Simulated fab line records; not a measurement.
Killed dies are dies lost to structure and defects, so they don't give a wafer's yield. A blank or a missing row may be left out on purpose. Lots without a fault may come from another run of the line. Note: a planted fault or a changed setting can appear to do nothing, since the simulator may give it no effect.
Split-lot study -- flow n5_finfet -- on a route of 1938 steps: 7 lots, 21 wafers read

ON THE SPLIT
At N5_BEOL_M1_COAT_22 (resist thk 30 nm), the setting spin_rpm was moved away from the recipe's 1500 rpm on 3 of the 21 wafers read, by -9.1% to +11.2%. This setting was run at the recipe's value on the other wafers.

FROM THE SPLIT TO THE READING: what the file shows between them, 4 steps
- N5_BEOL_M1_EBR_24
- N5_BEOL_M1_SOFTBAKE_23: time 60 s
- N5_BEOL_M1_DESCUM_33: chemistry O2, time 7 s
- N5_BEOL_M1_ETCH_77: etches underlayer in N2/H2, target depth 6.5 nm, time 5.2 s

THE READING
CAR-EUV_of_BEOL_M1_COAT_22.thk_nm (the simulator's own value, which no gauge read), in nm, at N5_BEOL_M1_ETCH_69 (etches SiARC in CF4, target depth 15.6 nm, time 26 s). There is no usual value for it anywhere in the file. Across the 18 wafers here that went through the recipe, the average is 11.1 nm and the standard deviation 0.099 nm.

wafer,"tool, chamber at the split","spin_rpm as run, rpm",against the recipe,"CAR-EUV_of_BEOL_M1_COAT_22.thk_nm, nm",against lot-mates on the recipe
L074.3,"litho_track-02, 0",1500,recipe,11.2,-
L074.5,"litho_track-02, 0",1500,recipe,11.2,-
L074.6,"litho_track-02, 0",1500,recipe,11.2,-
L078.1,"litho_track-03, 0",1619,+7.9%,10.2,-0.9
L078.2,"litho_track-03, 0",1500,recipe,11,-
L078.4,"litho_track-03, 0",1500,recipe,11.2,-
L082.4,"litho_track-03, 0",1500,recipe,11.2,-
L082.5,"litho_track-03, 0",1500,recipe,11.2,-
L082.6,"litho_track-03, 0",1363,-9.1%,12.6,+1.4
L084.1,"litho_track-02, 0",1500,recipe,11.2,-
L084.4,"litho_track-02, 0",1500,recipe,11,-
L084.6,"litho_track-02, 0",1500,recipe,11,-
L089.1,"litho_track-05, 0",1500,recipe,11,-
L089.4,"litho_track-05, 0",1500,recipe,11,-
L089.5,"litho_track-05, 0",1500,recipe,11,-
L092.2,"litho_track-03, 0",1500,recipe,11.2,-
L092.3,"litho_track-03, 0",1500,recipe,11.2,-
L092.6,"litho_track-03, 0",1500,recipe,11.2,-
L097.1,"litho_track-03, 0",1668,+11.2%,9.6,-1.4
L097.3,"litho_track-03, 0",1500,recipe,11,-
L097.6,"litho_track-03, 0",1500,recipe,11,-

THE FIT
A straight line over all 21 wafers: CAR-EUV_of_BEOL_M1_COAT_22.thk_nm changes by -0.14 nm for each +1% of spin_rpm; r = -0.98; the points scatter about the line by 0.12 nm.
The same after taking each lot's own level away (the mean of its wafers on the recipe; 21 wafers): -0.132 nm for each +1%; r = -0.99; scatter 0.074 nm.
On that fit, the largest move of spin_rpm shifts the reading by 1.5 nm.
Across the lots, their own levels run from 11.00 to 11.20 nm, a range of 2.0 times the standard deviation given above.
So the lot-to-lot level changes the slope little: the two slopes agree.
Check: -1.51 nm against its lot-mates is what the line predicts for one of the wafers moved furthest among these (+11.2%) when that wafer is left out of the fit. Against them it came out at -1.4 nm.

THESE WAFERS: OTHER SPLITS
Before the reading, these wafers also passed through other splits. Each is held against what the fit with the lots' levels taken away leaves over:
other split on the same wafers,wafers away from the commonest value,r with CAR-EUV_of_BEOL_M1_COAT_22.thk_nm (lot level and that fit taken away)
N5_SDB_COAT_05 spin_rpm,9,-0.23
N5_HKMG_FIN_ETCH_54 source_w,4,-0.09
N5_HKMG_FIN_ETCH_55 time_s,10,+0.12
N5_GATE_CUT_ALD_22 ald_cycles,4,-0.21
N5_MOL_CONTACT_COAG_ALD_131 ald_cycles,9,-0.27
N5_MOL_CONTACT_COAG_ETCH_91 time_s,7,+0.05
N5_BEOL_M0_SAQP_COAT_08 spin_rpm,5,+0.12
N5_BEOL_M0_TRENCH_ETCH_107 target_depth_a,6,+0.06

THE WHOLE CHAIN: every reading that the file lists as answering this split, in the file's order
step,what it does,reading,change (the file's fit),r (the file's)
N5_BEOL_M1_COAT_22,resist thk 30 nm,"CAR-EUV_of_BEOL_M1_COAT_22.thk_nm (the simulator's own value, which no gauge read)",-0.145 nm for each +1% of the setting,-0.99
N5_BEOL_M1_ETCH_69,"etches SiARC in CF4, target depth 15.6 nm, time 26 s","CAR-EUV_of_BEOL_M1_COAT_22.thk_nm (the simulator's own value, which no gauge read)",-0.131 nm for each +1% of the setting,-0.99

THE FILE'S OWN FIT
CAR-EUV_of_BEOL_M1_COAT_22.thk_nm changes by -0.131 nm for each +1% of spin_rpm, r = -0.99.
